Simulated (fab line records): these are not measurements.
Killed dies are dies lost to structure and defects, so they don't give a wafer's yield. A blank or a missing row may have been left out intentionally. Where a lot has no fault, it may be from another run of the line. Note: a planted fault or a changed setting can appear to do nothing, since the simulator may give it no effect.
Which tool was responsible? + flow n5-finfet + Sampling: 11 lots, 33 wafers, 4 of 1938 route steps

== WHAT THE GAUGES SHOWED, per wafer ==
N5_BEOL_M15_RS_MEAS_54: measures by four-point-probe. Usual: M15_RS gives 0.0215 ohm/sq (standard deviation 0.00043).
| lot  | measured     | on            | M15_RS (ohm/sq)      | flag |
|------|--------------|---------------|----------------------|------|
| L395 | day 11 13:33 | film-metro-01 | 0.0218 0.0214 0.0215 |      |
| L398 | day 12 12:50 | film-metro-01 | 0.0219 0.0218 0.0215 |      |
| L397 | day 12 13:31 | film-metro-02 | 0.0215 0.0219 0.0213 |      |
| L401 | day 13 21:57 | film-metro-02 | 0.0213 0.0214 0.0213 |      |
| L406 | day 15 16:09 | film-metro-02 | 0.0218 0.0206 0.0217 |      |
| L409 | day 15 23:09 | film-metro-02 | 0.0211 0.0205 0.0220 |      |
| L407 | day 15 16:46 | film-metro-02 | 0.0218 0.0219 0.0218 |      |
| L411 | day 16 03:02 | film-metro-01 | 0.0207 0.0224 0.0221 |      |
| L414 | day 17 06:29 | film-metro-02 | 0.0213 0.0219 0.0217 |      |
| L415 | day 18 09:18 | film-metro-02 | 0.0220 0.0212 0.0216 |      |
| L417 | day 18 06:11 | film-metro-01 | 0.0221 0.0217 0.0207 |      |

N5_PASSIVATION_CD_MEAS_10: target cd 3000 nm. Usual: cd-nm 2999.6 nm, standard deviation 2.2.
| lot  | measured     | on        | cd-nm (nm)           | flag |
|------|--------------|-----------|----------------------|------|
| L395 | day 11 23:23 | cd-sem-03 | 2998.0 3000.7 3001.8 |      |
| L398 | day 12 19:25 | cd-sem-01 | 3005.1 3000.2 3003.9 |      |
| L397 | day 12 19:35 | cd-sem-01 | 3003.2 3000.4 2998.9 |      |
| L401 | day 14 07:03 | cd-sem-03 | 3000.6 3000.3 3001.3 |      |
| L406 | day 15 22:05 | cd-sem-02 | 2998.8 2995.0 2999.9 |      |
| L409 | day 16 06:31 | cd-sem-02 | 3003.2 2998.6 2998.5 |      |
| L407 | day 16 01:57 | cd-sem-03 | 3001.0 3001.0 3002.9 |      |
| L411 | day 16 10:12 | cd-sem-02 | 3000.5 2998.5 2997.4 |      |
| L414 | day 17 13:59 | cd-sem-02 | 3001.3 2999.7 3004.0 |      |
| L415 | day 18 14:41 | cd-sem-01 | 2997.4 2996.5 2998.4 |      |
| L417 | day 18 13:41 | cd-sem-01 | 3001.4 2998.8 2999.5 |      |

== TOOL THAT RAN EACH LOT (tool first, then ch and the chambers of the sampled wafers, then the start) ==
| lot  | N5_BEOL_M3_ETCHBACK_99             | N5_MIM_BOT_SPUTTER_00        |
|------|------------------------------------|------------------------------|
| L395 | rie-diel-04 ch 1,2,3, day 7 02:10  | pvd-sputter-03, day 11 17:27 |
| L398 | rie-diel-03 ch 2, day 7 14:26      | pvd-sputter-02, day 12 14:49 |
| L397 | rie-diel-03 ch 0,2, day 7 20:26    | pvd-sputter-02, day 12 15:49 |
| L401 | rie-diel-04 ch 0,1, day 9 13:07    | pvd-sputter-01, day 13 23:27 |
| L406 | rie-diel-04 ch 0,1,3, day 10 10:02 | pvd-sputter-02, day 15 18:00 |
| L409 | rie-diel-03 ch 0,1,3, day 11 03:35 | pvd-sputter-02, day 16 02:11 |
| L407 | rie-diel-04 ch 0,1, day 11 03:43   | pvd-sputter-01, day 15 18:35 |
| L411 | rie-diel-05 ch 2,3, day 11 10:31   | pvd-sputter-02, day 16 05:05 |
| L414 | rie-diel-05 ch 0,2,3, day 12 15:59 | pvd-sputter-02, day 17 07:43 |
| L415 | rie-diel-05 ch 0,1,3, day 12 22:20 | pvd-sputter-02, day 18 10:52 |
| L417 | rie-diel-03 ch 1,3, day 13 06:22   | pvd-sputter-03, day 18 07:44 |
- N5_BEOL_M3_ETCHBACK_99: etches SiO2 in CHF3, target depth 5 nm, time 10.4 s.
- N5_MIM_BOT_SPUTTER_00: material TiN, target thk 35 nm, time 89.7 s.

== AS READ BY THE TOOLS THEMSELVES (means over the sampled wafers that have a number; for cases with no such wafer, the mark the record gives instead) ==
N5_BEOL_M3_ETCHBACK_99. Usual: CHF3_flow_sccm 12.00 sccm, standard deviation 0.04; drypump-motor-current-A 5.5 A, standard deviation 0.53; oes-product-au 0.77 a.u., standard deviation 0.077; rf-vpp-V 242 V, standard deviation 4; showerhead-plenum-p-Torr 2.16 Torr, standard deviation 0.075; throttle-valve-pct 17.16 %, standard deviation 0.22.
| lot  | tool        | CHF3_flow_sccm (sccm) | drypump-motor-current-A (A) | oes-product-au (a.u.) | rf-vpp-V (V) | showerhead-plenum-p-Torr (Torr) | throttle-valve-pct (%) | flag |
|------|-------------|-----------------------|-----------------------------|-----------------------|--------------|---------------------------------|------------------------|------|
| L395 | rie-diel-04 | 12.03                 | 5.0                         | 0.75                  | 242          | 2.18                            | 17.24                  |      |
| L398 | rie-diel-03 | 12.07                 | 6.1                         | 0.70                  | 247          | 2.21                            | 17.14                  |      |
| L397 | rie-diel-03 | 12.00                 | 5.7                         | 0.72                  | 245          | 2.16                            | 17.20                  |      |
| L401 | rie-diel-04 | 12.03                 | 5.2                         | 0.73                  | 245          | 2.17                            | 17.05                  |      |
| L406 | rie-diel-04 | 12.03                 | 5.1                         | 0.73                  | 246          | 2.20                            | 17.17                  |      |
| L409 | rie-diel-03 | 11.97                 | 5.7                         | 0.79                  | 239          | 2.11                            | 17.32                  |      |
| L407 | rie-diel-04 | 11.98                 | 5.0                         | 0.73                  | 245          | 2.21                            | 17.30                  |      |
| L411 | rie-diel-05 | 12.01                 | 5.7                         | 0.86                  | 242          | 2.15                            | 16.87                  |      |
| L414 | rie-diel-05 | 12.00                 | 5.6                         | 0.85                  | 242          | 2.20                            | 16.95                  |      |
| L415 | rie-diel-05 | 11.99                 | 5.8                         | 0.82                  | 240          | 2.20                            | 17.00                  |      |
| L417 | rie-diel-03 | 12.01                 | 6.2                         | 0.82                  | 237          | 2.12                            | 17.33                  |      |

N5_MIM_BOT_SPUTTER_00. Usual: throttle-valve-pct 29.7 %, standard deviation 1.2.
| lot  | tool           | throttle-valve-pct (%) | flag |
|------|----------------|------------------------|------|
| L395 | pvd-sputter-03 | 29.5                   |      |
| L398 | pvd-sputter-02 | 29.4                   |      |
| L397 | pvd-sputter-02 | 30.2                   |      |
| L401 | pvd-sputter-01 | 29.0                   |      |
| L406 | pvd-sputter-02 | 30.3                   |      |
| L409 | pvd-sputter-02 | 30.3                   |      |
| L407 | pvd-sputter-01 | 30.1                   |      |
| L411 | pvd-sputter-02 | 30.1                   |      |
| L414 | pvd-sputter-02 | 29.5                   |      |
| L415 | pvd-sputter-02 | 29.5                   |      |
| L417 | pvd-sputter-03 | 29.8                   |      |

== THE ANSWER, worked out from the rows above alone ==
Rule: lot off if the mean of its wafers having a number is beyond 3 standard deviations from the usual mean. A lot without any number at a reading at which 4 lots or more have one is off too. Where the step has rows for the other lots, those lots are counted as sound. First the gauges in route order, then the tools' own readings, where a lot's mean is used as printed above. The first step at which some lot is off is used, and at that step the reading that is off furthest; a lot without a number counts as furthest.
Nothing can be told from this: no lot is off at any reading shown.

== WHAT THE SIMULATOR HAD PUT IN ==
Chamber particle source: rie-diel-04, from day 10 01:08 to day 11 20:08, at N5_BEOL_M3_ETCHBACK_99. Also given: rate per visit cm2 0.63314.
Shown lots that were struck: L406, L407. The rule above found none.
